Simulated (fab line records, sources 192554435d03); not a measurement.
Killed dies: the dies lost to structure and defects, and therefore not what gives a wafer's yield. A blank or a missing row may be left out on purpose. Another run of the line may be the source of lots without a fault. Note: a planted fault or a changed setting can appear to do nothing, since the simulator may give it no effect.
fab line records	flow n5-finfet
record lots=24	wafers=72	last-day=18
route steps=1938 shown BEOL_M1@839 BEOL_M2@842
lots untouched by any fault: they come from a run of this same line in which no faults occurred
start-h: the number of hours between the record's first day and the start of the first shown wafer of the lot	wait-h: hours from the lot's prior step to this one	" same as the row above	L1.1+2: a single row standing in for several wafers	- no value, or no start given	* or withheld: withheld	< > ~ a bound
route shown NAME@n: a module of which the file shows steps, and the number in the route of the first	usual: mean and standard deviation over wafers with no fault	same: alike in all rows	chamber/n: place in a boat	sites: per-site readings	_std_site: the standard deviation of these	_edge_site: mean of outer sites minus mean of inner sites	radius-mm: for every site, how far away it sits from the centre of the wafer	mask NAME#n: copy n	behind: tool/chamber where the wafer was last shaped	hold: why the lot was held/for how many hours/how that ended	device: the transistor (n, p or np) that didn't switch	end of line: at the end of the route, the tests of the same wafers	for a step that has no rows: nothing shown but its recipe	killed: count of dies lost to structure and defects at first sort (not the wafer's yield)	map: dies across one wafer; x = killed, . = not, _ = none there
set.NAME: setting as actually run; set.NAME@STEP: the setting as run at that earlier step	model.NAME: the simulator's own value behind a step, which no gauge read
route steps across a sampled set of lots; one table per step, one row per wafer
services: a tool's chamber out of use, with start hour (start-h, from the record's first day; less than 0 if before it), hours out, and reason
## steps
# step N5_BEOL_M1_RS_MEAS_58
# recipe thk-meas-gauge=four-point-probe	reads=Co_of_BEOL_M1_CO_CAP_55+Cu_of_BEOL_M1_ECD_50+Co_of_BEOL_M1_CVD_47+TaN_of_BEOL_M1_ALD_84
# usual M1_RS=0.65/0.035
lot.wafer	tool	chamber	start-h	wait-h	M1_RS[ohm/sq]
L074.1	film-metro-01	-	128.92	0.0	0.65
L074.5	"	-	"	"	0.63
L074.6	"	-	"	"	0.69
L075.3	film-metro-02	-	135.13	0.1	0.64
L075.4	"	-	"	"	0.64
L075.6	"	-	"	"	0.63
L076.1	film-metro-02	-	144.90	0.0	0.64
L076.3	"	-	"	"	0.64
L076.5	"	-	"	"	0.66
L077.1	film-metro-02	-	149.74	0.0	0.62
L077.4	"	-	"	"	0.58
L077.5	"	-	"	"	0.64
L078.1	film-metro-01	-	154.60	0.0	0.64
L078.3	"	-	"	"	0.63
L078.5	"	-	"	"	0.60
L079.2	film-metro-01	-	157.80	0.1	0.68
L079.3	"	-	"	"	0.71
L079.6	"	-	"	"	0.67
L080.3	film-metro-02	-	170.97	0.1	0.64
L080.5	"	-	"	"	0.66
L080.6	"	-	"	"	0.64
L081.1	film-metro-02	-	175.82	0.0	0.64
L081.3	"	-	"	"	0.70
L081.6	"	-	"	"	0.60
L083.1	film-metro-02	-	184.21	0.0	0.67
L083.2	"	-	"	"	0.64
L083.3	"	-	"	"	0.66
L082.1	film-metro-02	-	184.27	0.0	0.68
L082.4	"	-	"	"	0.64
L082.5	"	-	"	"	0.62
L084.2	film-metro-02	-	209.17	0.1	0.68
L084.4	"	-	"	"	0.70
L084.5	"	-	"	"	0.64
L085.1	film-metro-01	-	214.10	0.0	0.63
L085.3	"	-	"	"	0.61
L085.6	"	-	"	"	0.63
L086.1	film-metro-02	-	217.11	0.1	0.70
L086.3	"	-	"	"	0.65
L086.4	"	-	"	"	0.64
L087.1	film-metro-02	-	217.44	0.0	0.68
L087.2	"	-	"	"	0.68
L087.5	"	-	"	"	0.65
L088.3	film-metro-02	-	219.93	0.1	0.70
L088.4	"	-	"	"	0.69
L088.5	"	-	"	"	0.64
L089.2	film-metro-02	-	221.76	0.1	0.65
L089.3	"	-	"	"	0.62
L089.5	"	-	"	"	0.63
L090.2	film-metro-01	-	228.42	0.1	0.65
L090.5	"	-	"	"	0.64
L090.6	"	-	"	"	0.59
L091.2	film-metro-01	-	232.01	0.1	0.70
L091.5	"	-	"	"	0.61
L091.6	"	-	"	"	0.61
L092.1	film-metro-01	-	241.45	0.0	0.66
L092.2	"	-	"	"	0.60
L092.5	"	-	"	"	0.61
L093.3	film-metro-01	-	246.46	0.1	0.62
L093.4	"	-	"	"	0.63
L093.6	"	-	"	"	0.64
L094.3	film-metro-02	-	255.24	0.1	0.61
L094.4	"	-	"	"	0.61
L094.5	"	-	"	"	0.64
L095.1	film-metro-01	-	255.52	0.0	0.65
L095.4	"	-	"	"	0.61
L095.6	"	-	"	"	0.60
L096.2	film-metro-02	-	269.82	0.1	0.69
L096.3	"	-	"	"	0.66
L096.4	"	-	"	"	0.62
L097.1	film-metro-01	-	281.44	0.0	0.65
L097.3	"	-	"	"	0.72
L097.6	"	-	"	"	0.62
# step N5_BEOL_M2_THK_MEAS_01
# recipe reads=SiOC_of_BEOL_M2_ILD_DEP_00
# usual M2_ILD_THK=79.0/1.3
lot.wafer	tool	chamber	start-h	wait-h	M2_ILD_THK[nm]
L074.1	film-metro-01	-	129.05	0.0	80.2
L074.5	"	-	"	"	79.4
L074.6	"	-	"	"	81.7
L075.3	film-metro-01	-	135.26	0.1	78.9
L075.4	"	-	"	"	79.4
L075.6	"	-	"	"	81.2
L076.1	film-metro-02	-	145.03	0.0	79.4
L076.3	"	-	"	"	80.1
L076.5	"	-	"	"	81.3
L077.1	film-metro-02	-	149.87	0.0	80.3
L077.4	"	-	"	"	80.9
L077.5	"	-	"	"	79.1
L078.1	film-metro-02	-	154.73	0.0	78.2
L078.3	"	-	"	"	80.1
L078.5	"	-	"	"	81.4
L079.2	film-metro-02	-	157.93	0.1	79.6
L079.3	"	-	"	"	78.5
L079.6	"	-	"	"	79.4
L080.3	film-metro-02	-	171.10	0.1	77.3
L080.5	"	-	"	"	79.2
L080.6	"	-	"	"	80.7
L081.1	film-metro-01	-	175.95	0.0	79.1
L081.3	"	-	"	"	79.2
L081.6	"	-	"	"	78.8
L083.1	film-metro-01	-	184.34	0.0	79.2
L083.2	"	-	"	"	78.7
L083.3	"	-	"	"	77.8
L082.1	film-metro-02	-	184.40	0.0	78.0
L082.4	"	-	"	"	79.8
L082.5	"	-	"	"	80.2
L084.2	film-metro-01	-	209.34	0.1	78.1
L084.4	"	-	"	"	79.5
L084.5	"	-	"	"	78.6
L085.1	film-metro-02	-	214.25	0.1	78.0
L085.3	"	-	"	"	79.3
L085.6	"	-	"	"	79.2
L086.1	film-metro-02	-	217.24	0.0	76.0
L086.3	"	-	"	"	77.0
L086.4	"	-	"	"	78.1
L087.1	film-metro-01	-	217.58	0.1	79.8
L087.2	"	-	"	"	79.5
L087.5	"	-	"	"	80.4
L088.3	film-metro-01	-	220.06	0.1	76.3
L088.4	"	-	"	"	78.7
L088.5	"	-	"	"	77.1
L089.2	film-metro-02	-	221.89	0.1	78.5
L089.3	"	-	"	"	77.8
L089.5	"	-	"	"	79.2
L090.2	film-metro-01	-	228.55	0.1	77.6
L090.5	"	-	"	"	79.4
L090.6	"	-	"	"	78.7
L091.2	film-metro-01	-	232.16	0.1	78.6
L091.5	"	-	"	"	81.1
L091.6	"	-	"	"	79.7
L092.1	film-metro-01	-	241.58	0.0	79.3
L092.2	"	-	"	"	77.7
L092.5	"	-	"	"	78.1
L093.3	film-metro-02	-	246.61	0.1	79.4
L093.4	"	-	"	"	78.5
L093.6	"	-	"	"	80.3
L094.3	film-metro-02	-	255.37	0.1	79.3
L094.4	"	-	"	"	79.5
L094.5	"	-	"	"	79.3
L095.1	film-metro-01	-	255.65	0.0	77.8
L095.4	"	-	"	"	78.2
L095.6	"	-	"	"	77.8
L096.2	film-metro-01	-	269.95	0.1	79.1
L096.3	"	-	"	"	77.5
L096.4	"	-	"	"	79.2
L097.1	film-metro-02	-	281.57	0.0	77.4
L097.3	"	-	"	"	79.0
L097.6	"	-	"	"	79.5
# step N5_BEOL_M2_INSPECT_13
# recipe mode=adi	inspect-instrument=brightfield
# usual raw-defect-count=395/97
lot.wafer	tool	chamber	start-h	wait-h	raw-defect-count
L074.1	defect-inspect-01	-	131.17	0.1	516
L074.5	"	-	"	"	530
L074.6	"	-	"	"	533
L075.3	defect-inspect-02	-	137.11	0.0	488
L075.4	"	-	"	"	311
L075.6	"	-	"	"	232
L076.1	defect-inspect-02	-	145.93	0.1	549
L076.3	"	-	"	"	438
L076.5	"	-	"	"	475
L077.1	defect-inspect-02	-	153.34	0.1	396
L077.4	"	-	"	"	286
L077.5	"	-	"	"	291
L078.1	defect-inspect-01	-	155.49	0.1	357
L078.3	"	-	"	"	408
L078.5	"	-	"	"	290
L079.2	defect-inspect-01	-	162.29	0.0	311
L079.3	"	-	"	"	391
L079.6	"	-	"	"	340
L080.3	defect-inspect-01	-	172.30	0.0	418
L080.5	"	-	"	"	414
L080.6	"	-	"	"	322
L081.1	defect-inspect-01	-	176.66	0.1	541
L081.3	"	-	"	"	532
L081.6	"	-	"	"	445
L083.1	defect-inspect-01	-	185.76	0.1	427
L083.2	"	-	"	"	320
L083.3	"	-	"	"	411
L082.1	defect-inspect-02	-	185.95	0.1	421
L082.4	"	-	"	"	534
L082.5	"	-	"	"	351
L084.2	defect-inspect-02	-	211.90	0.0	444
L084.4	"	-	"	"	488
L084.5	"	-	"	"	335
L085.1	defect-inspect-01	-	216.71	0.1	476
L085.3	"	-	"	"	363
L085.6	"	-	"	"	398
L086.1	defect-inspect-02	-	220.06	0.1	558
L086.3	"	-	"	"	539
L086.4	"	-	"	"	598
L087.1	defect-inspect-01	-	221.50	0.1	551
L087.2	"	-	"	"	444
L087.5	"	-	"	"	372
L088.3	defect-inspect-02	-	221.55	0.0	246
L088.4	"	-	"	"	296
L088.5	"	-	"	"	396
L089.2	defect-inspect-01	-	224.14	0.0	348
L089.3	"	-	"	"	376
L089.5	"	-	"	"	507
L090.2	defect-inspect-01	-	229.56	0.0	356
L090.5	"	-	"	"	272
L090.6	"	-	"	"	406
L091.2	defect-inspect-02	-	235.20	0.0	357
L091.5	"	-	"	"	397
L091.6	"	-	"	"	412
L092.1	defect-inspect-01	-	243.18	0.1	508
L092.2	"	-	"	"	545
L092.5	"	-	"	"	463
L093.3	defect-inspect-01	-	247.88	0.0	292
L093.4	"	-	"	"	344
L093.6	"	-	"	"	297
L094.3	defect-inspect-01	-	257.94	0.0	292
L094.4	"	-	"	"	293
L094.5	"	-	"	"	276
L095.1	defect-inspect-02	-	258.16	0.1	435
L095.4	"	-	"	"	369
L095.6	"	-	"	"	530
L096.2	defect-inspect-02	-	273.10	0.0	334
L096.3	"	-	"	"	252
L096.4	"	-	"	"	324
L097.1	defect-inspect-02	-	284.07	0.1	393
L097.3	"	-	"	"	267
L097.6	"	-	"	"	398
# step N5_BEOL_M2_DESCUM_16
# recipe chemistry=O2	time-s=7	source-power-w=50	bias-power-w=20	pressure-mtorr=20	rf-frequency-hz=2.712e+07	temp-c=40	resist=CAR-EUV	o2-flow-sccm=225
# usual drypump-motor-current-A=5.5/0.46	oes-product-au=0.80/0.093	rf-vpp-V=243.5/1.6	showerhead-plenum-p-Torr=2.12/0.079	throttle-valve-pct=20.5/0.3
lot.wafer	tool	chamber	start-h	wait-h	drypump-motor-current-A	oes-product-au	rf-hours-counter-h	rf-vpp-V	showerhead-plenum-p-Torr	throttle-valve-pct
L074.1	rie-diel-01	3	131.67	0.5	5.6	0.80	89	243.3	2.12	20.2
L074.5	"	1	"	"	5.0	0.70	-	243.9	2.16	20.8
L074.6	"	2	"	"	5.9	0.69	-	239.7	2.01	21.1
L075.3	rie-diel-01	3	137.14	0.0	5.6	0.79	91	243.4	2.12	20.2
L075.4	"	0	"	"	5.8	0.66	248	244.5	2.15	20.9
L075.6	"	1	"	"	5.0	0.69	-	245.4	2.16	20.8
L076.1	rie-diel-03	0	145.96	0.0	5.5	0.74	171	241.1	1.99	20.8
L076.3	"	1	"	"	5.0	0.67	246	240.8	1.95	20.4
L076.5	"	3	"	"	5.4	0.81	-	245.4	2.21	20.4
L077.1	rie-diel-03	1	153.41	0.1	5.0	0.68	248	241.3	1.95	20.5
L077.4	"	0	"	"	5.5	0.74	173	242.4	1.99	20.8
L077.5	"	2	"	"	6.0	0.91	-	246.0	2.23	20.2
L078.1	rie-diel-05	3	155.88	0.4	6.3	0.93	15	243.1	2.08	20.0
L078.3	"	1	"	"	5.6	0.79	108	241.9	2.05	20.7
L078.5	"	0	"	"	4.7	0.90	-	244.3	2.14	20.1
L079.2	rie-diel-01	3	162.39	0.1	5.6	0.77	101	244.0	2.12	20.3
L079.3	"	0	"	"	5.7	0.98	1	243.8	2.15	20.4
L079.6	"	0	"	"	5.8	0.99	-	243.2	2.15	20.4
L080.3	rie-diel-01	3	172.34	0.0	5.6	0.77	107	242.5	2.12	20.3
L080.5	"	3	"	"	5.6	0.78	-	243.6	2.12	20.3
L080.6	"	0	"	"	5.8	0.96	-	245.1	2.15	20.4
L081.1	rie-diel-01	1	176.69	0.0	5.0	0.68	223	244.9	2.16	20.9
L081.3	"	0	"	"	5.8	0.94	9	244.5	2.15	20.4
L081.6	"	3	"	"	5.6	0.77	-	243.4	2.12	20.3
L083.1	rie-diel-05	2	185.80	0.0	5.7	0.67	234	242.6	2.07	20.7
L083.2	"	0	"	"	4.7	0.87	43	244.3	2.14	20.1
L083.3	"	3	"	"	6.3	0.92	26	241.2	2.07	20.0
L082.1	rie-diel-05	1	186.03	0.1	5.6	0.78	119	242.1	2.05	20.7
L082.4	"	3	"	"	6.3	0.91	26	242.3	2.07	20.0
L082.5	"	0	"	"	4.7	0.86	-	243.3	2.14	20.1
L084.2	rie-diel-03	0	212.04	0.1	5.5	0.71	193	242.4	1.98	20.9
L084.4	"	2	"	"	6.0	0.87	49	244.1	2.22	20.2
L084.5	"	2	"	"	6.0	0.87	-	246.9	2.22	20.2
L085.1	rie-diel-01	2	216.91	0.2	5.9	0.95	11	245.0	2.27	20.7
L085.3	"	1	"	"	5.0	0.67	237	245.3	2.15	20.9
L085.6	"	1	"	"	5.0	0.67	-	242.8	2.15	20.9
L086.1	rie-diel-01	0	220.09	0.0	5.8	0.92	24	244.6	2.14	20.5
L086.3	"	2	"	"	5.9	0.95	12	245.1	2.27	20.7
L086.4	"	1	"	"	5.0	0.67	239	244.0	2.15	20.9
L087.1	rie-diel-05	0	221.64	0.1	4.7	0.85	55	244.8	2.13	20.2
L087.2	"	3	"	"	6.3	0.88	38	241.3	2.07	20.1
L087.5	"	3	"	"	6.3	0.89	-	240.7	2.07	20.1
L088.3	rie-diel-01	0	221.73	0.2	5.8	0.91	25	243.8	2.14	20.5
L088.4	"	2	"	"	5.9	0.96	13	245.5	2.27	20.7
L088.5	"	1	"	"	5.0	0.67	-	243.7	2.15	20.9
L089.2	rie-diel-03	3	224.17	0.0	5.4	0.78	101	245.8	2.20	20.4
L089.3	"	2	"	"	6.0	0.87	53	246.0	2.22	20.2
L089.5	"	1	"	"	5.0	0.92	-	245.8	2.21	20.1
L090.2	rie-diel-03	0	229.59	0.0	5.5	0.72	200	241.0	1.98	20.9
L090.5	"	2	"	"	6.0	0.85	-	242.6	2.22	20.2
L090.6	"	3	"	"	5.4	0.78	-	243.2	2.20	20.4
L091.2	rie-diel-05	2	235.23	0.0	5.7	0.65	251	243.0	2.06	20.7
L091.5	"	0	"	"	4.7	0.85	-	243.5	2.13	20.2
L091.6	"	3	"	"	6.3	0.87	-	242.3	2.07	20.1
L092.1	rie-diel-05	2	243.41	0.2	5.8	0.65	254	241.4	2.06	20.7
L092.2	"	3	"	"	6.3	0.87	46	241.9	2.07	20.1
L092.5	"	3	"	"	6.3	0.87	-	242.3	2.07	20.1
L093.3	rie-diel-03	0	247.94	0.1	5.5	0.72	207	242.4	1.98	20.9
L093.4	"	1	"	"	5.0	0.91	23	245.9	2.20	20.2
L093.6	"	1	"	"	5.0	0.90	-	243.4	2.20	20.2
L094.3	rie-diel-05	1	257.97	0.0	5.6	0.76	144	242.3	2.04	20.8
L094.4	"	1	"	"	5.6	0.76	-	240.6	2.04	20.7
L094.5	"	0	"	"	4.7	0.84	-	243.1	2.13	20.2
L095.1	rie-diel-05	1	258.20	0.0	5.6	0.75	144	242.1	2.04	20.7
L095.4	"	3	"	"	6.3	0.87	-	242.3	2.06	20.1
L095.6	"	1	"	"	5.6	0.76	-	242.2	2.04	20.7
L096.2	rie-diel-03	3	273.13	0.0	5.4	0.77	118	245.2	2.19	20.5
L096.3	"	0	"	"	5.5	0.71	215	242.2	1.97	20.9
L096.4	"	1	"	"	5.0	0.89	29	245.9	2.20	20.2
L097.1	rie-diel-03	2	284.33	0.3	6.0	0.82	77	243.9	2.21	20.2
L097.3	"	0	"	"	5.5	0.70	220	241.3	1.97	20.9
L097.6	"	3	"	"	5.4	0.77	-	244.7	2.19	20.4
# step N5_BEOL_M2_ALD_98
# recipe material=SiO2	target-thk-a=25	temp-c=100	ald-precursor-family=BDEAS	ald-co-reactant=O2-plasma	pulse-time-s=1	co-reactant-pulse-time-s=1	purge-time-s=2	co-reactant-purge-time-s=2	ald-cycles=17	pressure-torr=2
# usual chamber-pressure-Torr=2.001/0.0042	heater-power-outer-w=42.5/3	heater-power-w=81/8	precursor-pulse-height-rel=0.999/0.02
lot.wafer	tool	chamber	start-h	wait-h	chamber-pressure-Torr	heater-power-outer-w	heater-power-w	precursor-pulse-height-rel
L074.1	ald-sin-01	0	132.98	0.2	2.004	45.8	84	0.974
L074.5	"	1	"	"	2.004	44.2	84	1.016
L074.6	"	2	"	"	2.001	41.8	75	0.977
L075.3	ald-sin-02	3	138.48	0.1	2.006	36.6	68	0.982
L075.4	"	2	"	"	2.001	35.4	63	1.002
L075.6	"	2	"	"	1.989	35.3	64	0.963
L076.1	ald-sin-01	1	148.37	0.9	2.004	44.1	80	1.031
L076.3	"	0	"	"	1.997	45.7	87	0.990
L076.5	"	2	"	"	2.002	40.2	76	1.020
L077.1	ald-sin-02	1	154.74	0.1	1.998	44.8	90	0.963
L077.4	"	1	"	"	2.000	47.0	91	1.016
L077.5	"	0	"	"	2.005	39.9	73	0.996
L078.1	ald-sin-03	0	157.23	0.3	2.002	47.1	93	1.032
L078.3	"	2	"	"	1.992	38.5	71	1.013
L078.5	"	3	"	"	1.998	42.5	83	0.994
L079.2	ald-sin-03	0	164.54	1.2	2.003	45.1	95	0.965
L079.3	"	2	"	"	1.998	38.7	69	1.024
L079.6	"	1	"	"	2.002	42.3	78	0.964
L080.3	ald-sin-03	1	173.35	0.1	1.999	42.4	80	0.968
L080.5	"	2	"	"	2.001	39.6	72	0.969
L080.6	"	3	"	"	1.996	43.1	82	1.042
L081.1	ald-sin-03	0	178.09	0.4	1.999	46.8	94	0.999
L081.3	"	3	"	"	2.001	43.0	80	0.986
L081.6	"	0	"	"	2.004	45.4	93	1.007
L083.1	ald-sin-01	2	187.07	0.2	2.007	40.8	78	1.011
L083.2	"	1	"	"	1.994	44.6	81	1.004
L083.3	"	3	"	"	2.005	42.1	77	0.985
L082.1	ald-sin-01	2	187.69	0.6	2.002	41.3	77	1.010
L082.4	"	3	"	"	2.002	40.9	80	0.971
L082.5	"	0	"	"	1.996	46.0	86	1.000
L084.2	ald-sin-01	1	214.02	1.0	2.005	44.9	83	0.992
L084.4	"	0	"	"	1.997	46.0	87	0.980
L084.5	"	3	"	"	2.004	41.7	79	0.947
L085.1	ald-sin-03	3	217.93	0.1	2.001	41.3	83	1.030
L085.3	"	0	"	"	2.003	46.0	96	1.025
L085.6	"	1	"	"	2.008	42.3	81	1.040
L086.1	ald-sin-03	0	221.14	0.1	2.008	46.3	96	0.988
L086.3	"	3	"	"	2.001	42.9	80	1.019
L086.4	"	0	"	"	2.000	47.5	94	0.997
L087.1	ald-sin-02	0	223.04	0.1	2.002	40.4	75	0.974
L087.2	"	1	"	"	2.006	45.4	93	0.979
L087.5	"	2	"	"	2.007	36.6	66	1.006
L088.3	ald-sin-03	3	223.15	0.1	2.004	42.3	79	0.982
L088.4	"	1	"	"	2.006	42.7	79	0.999
L088.5	"	3	"	"	2.000	42.4	81	0.977
L089.2	ald-sin-03	3	225.46	0.1	1.998	43.0	80	0.992
L089.3	"	2	"	"	1.995	38.5	71	0.997
L089.5	"	0	"	"	2.003	45.4	97	0.987
L090.2	ald-sin-02	2	230.61	0.1	2.005	35.6	64	1.007
L090.5	"	2	"	"	2.009	37.1	65	1.016
L090.6	"	1	"	"	2.000	46.1	94	0.986
L091.2	ald-sin-01	1	236.76	0.4	1.991	44.9	83	1.029
L091.5	"	1	"	"	2.000	43.9	83	1.018
L091.6	"	0	"	"	2.005	46.4	89	1.014
L092.1	ald-sin-01	3	244.47	0.1	2.002	41.8	79	1.003
L092.2	"	1	"	"	2.002	43.1	83	0.987
L092.5	"	3	"	"	2.000	40.9	78	1.026
L093.3	ald-sin-01	2	249.04	0.1	2.005	41.3	77	1.002
L093.4	"	0	"	"	2.002	46.5	89	0.984
L093.6	"	3	"	"	2.010	41.5	79	1.041
L094.3	ald-sin-03	0	259.20	0.1	1.991	45.2	96	1.041
L094.4	"	3	"	"	2.003	42.4	79	1.016
L094.5	"	0	"	"	1.999	48.2	99	1.012
L095.1	ald-sin-03	1	259.43	0.1	2.000	42.2	79	0.999
L095.4	"	3	"	"	1.999	43.6	83	0.998
L095.6	"	2	"	"	1.997	38.8	71	1.018
L096.2	ald-sin-01	2	275.00	0.9	2.002	40.6	78	0.965
L096.3	"	1	"	"	2.000	44.5	84	1.010
L096.4	"	3	"	"	2.003	41.4	79	1.012
L097.1	ald-sin-01	1	286.04	0.1	1.994	45.1	83	0.981
L097.3	"	3	"	"	1.999	41.5	79	1.014
L097.6	"	2	"	"	1.993	40.6	78	1.003
# step N5_BEOL_M2_ALD_84
# recipe material=TaN	target-thk-a=*	temp-c=275	ald-precursor-family=PDMAT	ald-co-reactant=NH3	pressure-torr=3	carrier-flow-sccm=1500	pulse-time-s=2	purge-time-s=3	co-reactant-purge-time-s=2	co-reactant-pulse-time-s=3	ald-cycles=30	precursor-vessel-temp-c=75	precursor-vessel-pressure-torr=26.25	precursor-vessel-carrier-sccm=1000
# usual chamber-pressure-Torr=3.000/0.0067	heater-power-outer-w=233/47	heater-power-w=426/75
lot.wafer	tool	chamber	start-h	wait-h	chamber-pressure-Torr	heater-power-outer-w	heater-power-w
L074.1	ald-metal-02	1	136.72	0.0	3.004	219	424
L074.5	"	1	"	"	3.006	223	424
L074.6	"	0	"	"	2.992	262	455
L075.3	ald-metal-04	1	139.88	0.3	3.005	266	485
L075.4	"	0	"	"	3.004	169	315
L075.6	"	2	"	"	3.008	195	362
L076.1	ald-metal-03	3	154.26	0.0	3.004	257	464
L076.3	"	0	"	"	3.004	176	329
L076.5	"	3	"	"	3.008	259	468
L077.1	ald-metal-03	2	157.26	0.0	2.993	184	378
L077.4	"	0	"	"	3.004	174	328
L077.5	"	0	"	"	3.007	173	328
L078.1	ald-metal-04	3	163.68	0.0	2.992	292	553
L078.3	"	1	"	"	2.996	266	494
L078.5	"	2	"	"	2.997	196	360
L079.2	ald-metal-02	3	165.74	0.0	3.007	230	396
L079.3	"	2	"	"	2.998	222	397
L079.6	"	3	"	"	3.002	229	388
L080.3	ald-metal-03	1	180.99	0.0	2.997	321	554
L080.5	"	3	"	"	2.995	264	453
L080.6	"	0	"	"	3.003	176	321
L081.1	ald-metal-04	0	181.78	0.3	2.996	168	315
L081.3	"	1	"	"	3.006	259	488
L081.6	"	2	"	"	2.992	195	368
L083.1	ald-metal-03	0	194.34	0.0	2.981	177	322
L083.2	"	2	"	"	3.006	183	373
L083.3	"	1	"	"	2.998	316	544
L082.1	ald-metal-04	1	208.42	0.0	3.004	266	481
L082.4	"	0	"	"	3.000	170	324
L082.5	"	1	"	"	3.007	266	492
L084.2	ald-metal-03	1	220.32	0.1	2.988	312	556
L084.4	"	3	"	"	2.995	265	455
L084.5	"	0	"	"	3.006	180	323
L085.1	ald-metal-04	3	225.24	0.0	2.987	288	524
L085.3	"	1	"	"	2.995	273	495
L085.6	"	2	"	"	2.992	192	365
L086.1	ald-metal-03	0	225.31	0.0	2.997	174	325
L086.3	"	2	"	"	3.003	185	372
L086.4	"	1	"	"	3.000	319	530
L087.1	ald-metal-04	3	225.88	0.0	3.004	287	537
L087.2	"	1	"	"	2.999	260	484
L087.5	"	2	"	"	2.997	196	369
L088.3	ald-metal-02	2	231.62	0.1	2.982	222	397
L088.4	"	2	"	"	2.989	220	393
L088.5	"	0	"	"	3.001	254	455
L089.2	ald-metal-02	0	236.27	0.1	2.996	259	454
L089.3	"	2	"	"	2.994	223	400
L089.5	"	1	"	"	3.002	215	430
L090.2	ald-metal-02	2	236.74	0.0	2.987	220	387
L090.5	"	1	"	"	3.005	216	428
L090.6	"	2	"	"	2.998	219	404
L091.2	ald-metal-04	3	243.24	0.2	3.001	284	535
L091.5	"	1	"	"	3.006	271	488
L091.6	"	2	"	"	2.997	194	366
L092.1	ald-metal-03	3	248.67	0.2	3.001	257	455
L092.2	"	1	"	"	3.010	328	562
L092.5	"	2	"	"	2.994	189	370
L093.3	ald-metal-02	2	255.05	0.1	2.995	222	398
L093.4	"	2	"	"	3.013	224	399
L093.6	"	1	"	"	2.987	218	425
L094.3	ald-metal-03	0	274.42	0.3	2.996	174	327
L094.4	"	3	"	"	3.003	268	467
L094.5	"	0	"	"	2.991	180	323
L095.1	ald-metal-03	2	280.97	0.1	2.997	185	367
L095.4	"	3	"	"	3.008	252	468
L095.6	"	0	"	"	2.999	174	324
L096.2	ald-metal-04	2	281.03	0.0	3.000	193	362
L096.3	"	1	"	"	2.986	275	483
L096.4	"	3	"	"	3.003	290	533
L097.1	ald-metal-03	0	287.57	0.1	3.002	171	328
L097.3	"	3	"	"	3.009	260	465
L097.6	"	0	"	"	3.008	173	329
## services
tool	chamber	start-h	hours	kind
rie-diel-03	2	110.03	1.3	repair
rie-diel-03	-	114.49	14.6	pm
rie-diel-01	3	120.80	2.2	repair
rie-diel-01	1	123.00	5.2	repair
ald-metal-02	-	137.72	6.0	pm
ald-sin-02	2	140.54	34.7	repair
ald-sin-03	-	142.68	6.1	pm
rie-diel-03	0	167.94	1.8	repair
ald-metal-04	0	168.96	11.9	repair
ald-sin-01	3	170.45	13.0	repair
ald-sin-02	-	187.18	6.0	pm
ald-sin-01	2	205.75	6.1	repair
ald-sin-03	2	218.60	4.8	repair
ald-sin-01	1	221.23	11.0	repair
ald-metal-02	-	226.08	2.8	pm
ald-metal-02	3	229.30	42.8	repair
rie-diel-01	3	233.35	4.4	repair
ald-sin-03	3	236.10	12.8	repair
rie-diel-05	2	248.24	5.7	repair
rie-diel-03	1	260.43	9.6	repair
ald-sin-03	-	272.49	0.9	repair
rie-diel-03	3	273.20	6.0	repair
rie-diel-05	-	280.28	28.1	pm
ald-sin-01	0	285.58	6.3	repair
## key
fault none
